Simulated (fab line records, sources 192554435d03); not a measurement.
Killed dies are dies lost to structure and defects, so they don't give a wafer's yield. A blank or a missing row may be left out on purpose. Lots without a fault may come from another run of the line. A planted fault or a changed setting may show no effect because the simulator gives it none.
Chamber matching | flow n5_finfet | N5_BEOL_M4_CVD_47 on cvd_co-01: 3 sister chambers
The step deposits Co from CCTBA/H2, target thk 3 nm, time 223.8 s. 6 wafers are shown with their chamber, then 7 later ones without.

WAFERS WITH THEIR CHAMBER
wafer  | chamber | run_length_s (s)
L138.3 | 1       | 246.6
L138.5 | 0       | 247.7
L141.3 | 2       | 247.3
L141.4 | 1       | 247.0
L141.5 | 2       | 247.7
L144.4 | 0       | 247.2

WAFERS WITHOUT THEIR CHAMBER
wafer  | run_length_s (s)
L144.5 | 247.3
L144.6 | 246.6
L145.2 | 246.5
L145.4 | 246.8
L145.5 | 247.6
L146.1 | 246.8
L146.2 | 246.6

WHICH CHAMBER EACH WENT THROUGH
wafer  | from the rows above          | in truth
L144.5 | can't be placed: 0 or 2 or 1 | 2
L144.6 | 1                            | 1
L145.2 | 1                            | 1
L145.4 | 1                            | 1
L145.5 | can't be placed: 2 or 0      | 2
L146.1 | 1                            | 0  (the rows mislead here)
L146.2 | 1                            | 1
Placed correctly: 4 of 7. Can't be placed from these rows: 2 (the true chamber is among the candidates in 2). Placed wrongly: 1.
How it was worked out, from the rows above alone: a wafer's distance from a chamber is the root of the sum, over the readings, of the square of ((its reading less the chamber's mean) divided by the reading's scatter). The wafer belongs to the nearest chamber; if the next one is less than 2 further off, it can't be placed. A chamber's mean is the mean of its shown wafers. The scatter: the root of (the sum of the squares of (reading less its chamber's mean) over the shown wafers, divided by (wafers less chambers)).
